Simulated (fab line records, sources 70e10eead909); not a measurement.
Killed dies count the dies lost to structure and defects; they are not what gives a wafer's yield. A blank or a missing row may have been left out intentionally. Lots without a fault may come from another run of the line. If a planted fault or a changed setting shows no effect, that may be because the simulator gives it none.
Matching of chambers :: flow nand-harc :: rie-diel-13 running NHARC_THIN_TSV_ETCH_44: 4 sister chambers
The step etches the open film in CF4/O2, target depth 1594.2 nm, time 797.1 s. 14 wafers are shown with their chamber, then 7 later ones without.

WAFERS, EACH WITH ITS CHAMBER
wafer: L768.1
chamber: 1
rf-vpp-V (V): 791
rf-fwd-power-W (W): 301.3
oes-product-au (a.u.): 0.997

wafer: L768.2
chamber: 0
rf-vpp-V (V): 795
rf-fwd-power-W (W): 299.7
oes-product-au (a.u.): 0.993

wafer: L768.5
chamber: 1
rf-vpp-V (V): 791
rf-fwd-power-W (W): 298.8
oes-product-au (a.u.): 0.995

wafer: L770.2
chamber: 0
rf-vpp-V (V): 797
rf-fwd-power-W (W): 300.6
oes-product-au (a.u.): 0.999

wafer: L770.4
chamber: 1
rf-vpp-V (V): 790
rf-fwd-power-W (W): 300.1
oes-product-au (a.u.): 1.005

wafer: L770.5
chamber: 1
rf-vpp-V (V): 790
rf-fwd-power-W (W): 301.1
oes-product-au (a.u.): 1.002

wafer: L771.1
chamber: 0
rf-vpp-V (V): 796
rf-fwd-power-W (W): 299.0
oes-product-au (a.u.): 0.990

wafer: L771.3
chamber: 3
rf-vpp-V (V): 794
rf-fwd-power-W (W): 301.8
oes-product-au (a.u.): 1.003

wafer: L771.5
chamber: 2
rf-vpp-V (V): 801
rf-fwd-power-W (W): 299.5
oes-product-au (a.u.): 1.002

wafer: L775.3
chamber: 1
rf-vpp-V (V): 791
rf-fwd-power-W (W): 299.8
oes-product-au (a.u.): 1.011

wafer: L775.4
chamber: 2
rf-vpp-V (V): 800
rf-fwd-power-W (W): 299.7
oes-product-au (a.u.): 1.017

wafer: L775.6
chamber: 2
rf-vpp-V (V): 801
rf-fwd-power-W (W): 298.0
oes-product-au (a.u.): 1.017

wafer: L777.1
chamber: 0
rf-vpp-V (V): 795
rf-fwd-power-W (W): 299.4
oes-product-au (a.u.): 1.000

wafer: L777.2
chamber: 1
rf-vpp-V (V): 792
rf-fwd-power-W (W): 300.1
oes-product-au (a.u.): 1.005

SIGNATURES, as means of the wafers listed above
reading: rf-vpp-V
chamber 0: 795.75
chamber 1: 790.83
chamber 2: 800.67
chamber 3: 794.00
scatter within a chamber: 0.791

reading: rf-fwd-power-W
chamber 0: 299.675
chamber 1: 300.200
chamber 2: 299.067
chamber 3: 301.800
scatter within a chamber: 0.853

reading: oes-product-au
chamber 0: 0.99550
chamber 1: 1.00250
chamber 2: 1.01200
chamber 3: 1.00300
scatter within a chamber: 0.00625
Rule: for each reading, subtract the chamber's mean from the wafer's reading, divide by that reading's scatter and square the result; add these up over the readings and take the root, which gives the wafer's distance from the chamber. If the next closest chamber is less than 2 further off than the closest, the wafer can't be placed; otherwise it belongs to the closest. The scatter is the square root of a quotient: the sum, over the shown wafers, of each reading's squared deviation from its chamber's mean, divided by wafers minus chambers.

WAFERS WITH NO CHAMBER GIVEN
wafer: L777.3
rf-vpp-V (V): 801
rf-fwd-power-W (W): 299.7
oes-product-au (a.u.): 1.010

wafer: L784.2
rf-vpp-V (V): 796
rf-fwd-power-W (W): 299.8
oes-product-au (a.u.): 0.994

wafer: L784.3
rf-vpp-V (V): 797
rf-fwd-power-W (W): 299.0
oes-product-au (a.u.): 0.991

wafer: L784.5
rf-vpp-V (V): 795
rf-fwd-power-W (W): 298.7
oes-product-au (a.u.): 0.994

wafer: L789.3
rf-vpp-V (V): 800
rf-fwd-power-W (W): 298.2
oes-product-au (a.u.): 1.004

wafer: L789.4
rf-vpp-V (V): 795
rf-fwd-power-W (W): 300.0
oes-product-au (a.u.): 1.018

wafer: L789.6
rf-vpp-V (V): 796
rf-fwd-power-W (W): 299.4
oes-product-au (a.u.): 1.002

THE CHAMBER EACH PASSED THROUGH
wafer: L777.3
from the rows above: 2
in truth: 2

wafer: L784.2
from the rows above: 0
in truth: 0

wafer: L784.3
from the rows above: 0
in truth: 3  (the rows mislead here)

wafer: L784.5
from the rows above: 0
in truth: 0

wafer: L789.3
from the rows above: 2
in truth: 2

wafer: L789.4
from the rows above: can't be placed: 3 or 0
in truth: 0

wafer: L789.6
from the rows above: 0
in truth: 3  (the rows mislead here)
Correct placement for 4 of the 7. From these rows, 1 cannot be placed; in 1 the true chamber is one of the candidates. Number placed wrongly: 2.
